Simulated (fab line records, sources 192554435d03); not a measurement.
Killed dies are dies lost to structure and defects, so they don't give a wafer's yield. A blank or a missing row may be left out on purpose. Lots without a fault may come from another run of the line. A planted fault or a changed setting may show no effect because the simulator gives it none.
Split-lot experiment | flow n5_finfet | 7 lots, 21 wafers read, on a route of 1938 steps

THE SPLIT
At N5_BEOL_M5_ETCH_41 (etches SiCN in CH3F/O2, target depth 31.5 nm, time 56.7 s), the setting source_w was moved away from the recipe's 395 W on 6 of the 21 wafers read, by -16.5% to +13.6%. The other wafers ran this setting at the recipe's value.

The reading is taken at the split's own step.

THE READING
rf_vpp_V, in V, at N5_BEOL_M5_ETCH_41 (etches SiCN in CH3F/O2, target depth 31.5 nm, time 56.7 s). Fault-free wafers of this fab line usually give 296.6 V, standard deviation 1.3 V.

wafer  | tool, chamber at the split | source_w as run, W | against the recipe | rf_vpp_V, V | against lot-mates on the recipe
L074.1 | rie_diel-03, 0             | 448.9              | +13.6%             | 286.2       | -10.8
L074.5 | rie_diel-03, 0             | 395                | recipe             | 297.1       | -
L074.6 | rie_diel-03, 1             | 395                | recipe             | 296.8       | -
L076.1 | rie_diel-01, 1             | 395                | recipe             | 294.8       | -
L076.5 | rie_diel-01, 2             | 395                | recipe             | 298.4       | -
L076.6 | rie_diel-01, 0             | 395                | recipe             | 297.3       | -
L084.1 | rie_diel-01, 3             | 395                | recipe             | 297.4       | -
L084.3 | rie_diel-01, 2             | 395                | recipe             | 297.1       | -
L084.6 | rie_diel-01, 2             | 395                | recipe             | 295.2       | -
L085.1 | rie_diel-06, 0             | 329.9              | -16.5%             | 315.1       | +18.5
L085.5 | rie_diel-06, 3             | 395                | recipe             | 296.6       | -
L085.6 | rie_diel-06, 0             | 329.9              | -16.5%             | 311.9       | +15.3
L087.1 | rie_diel-01, 0             | 395                | recipe             | 296.4       | -
L087.2 | rie_diel-01, 1             | 395                | recipe             | 295.3       | -
L087.3 | rie_diel-01, 2             | 438.1              | +10.9%             | 286.3       | -9.6
L089.4 | rie_diel-01, 0             | 376.4              | -4.7%              | 300.8       | +5.1
L089.5 | rie_diel-01, 2             | 376.4              | -4.7%              | 299.7       | +4.0
L089.6 | rie_diel-01, 1             | 395                | recipe             | 295.7       | -
L094.2 | rie_diel-03, 0             | 395                | recipe             | 296.2       | -
L094.5 | rie_diel-03, 0             | 395                | recipe             | 296.6       | -
L094.6 | rie_diel-03, 1             | 395                | recipe             | 297.0       | -

THE FIT
A straight line over all 21 wafers: rf_vpp_V changes by -0.945 V for each +1% of source_w; r = -0.98; the points scatter about the line by 1.2 V.
The same after taking each lot's own level away (the mean of its wafers on the recipe; 21 wafers): -0.947 V for each +1%; r = -0.99; scatter 1.1 V.
On that fit, the largest move of source_w shifts the reading by 16 V.
The lots' own levels span 295.70 to 296.95 V, that is 1.0 times the standard deviation above.
So the lot-to-lot level changes the slope little: the two slopes agree.
Check: with one of the wafers moved furthest among these (-16.5%) left out of the fit, the line predicts +14.6 V for it against its lot-mates. It came out at +18.5 V against them.
Tool readings at the split's step, against how far the setting was moved: rf_vpp_V r = -0.98.

OTHER SPLITS ON THESE WAFERS
These wafers also went through other splits before the reading. Each is held against what the fit with the lots' levels taken away leaves over:
other split on the same wafers    | wafers away from the commonest value | r with rf_vpp_V (lot level and that fit taken away)
N5_BEOL_M3_EXPOSE_25 dose_mj      | 6                                    | +0.20
N5_BEOL_M4_PECVD_72 temp_c        | 4                                    | -0.15
N5_BEOL_M4_COAT_05 spin_rpm       | 5                                    | +0.02
N5_BEOL_M5_HM_DEP_02 target_thk_a | 8                                    | +0.09
N5_BEOL_M5_COAT_59 temp_c         | 5                                    | +0.13
N5_BEOL_M5_TRENCH_ETCH_37 bias_w  | 13                                   | +0.09

THE WHOLE CHAIN: every reading that the file lists as answering this split, in the file's order
step               | what it does                                              | reading                                                        | change (the file's fit)               | r (the file's)
N5_BEOL_M5_ETCH_41 | etches SiCN in CH3F/O2, target depth 31.5 nm, time 56.7 s | rf_vpp_V                                                       | -0.919 V for each +1% of the setting  | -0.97
N5_BEOL_M5_ETCH_41 | etches SiCN in CH3F/O2, target depth 31.5 nm, time 56.7 s | etch.depth_nm (the simulator's own value, which no gauge read) | +0.103 nm for each +1% of the setting | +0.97

THE FILE'S OWN FIT
rf_vpp_V changes by -0.919 V for each +1% of source_w, r = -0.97.
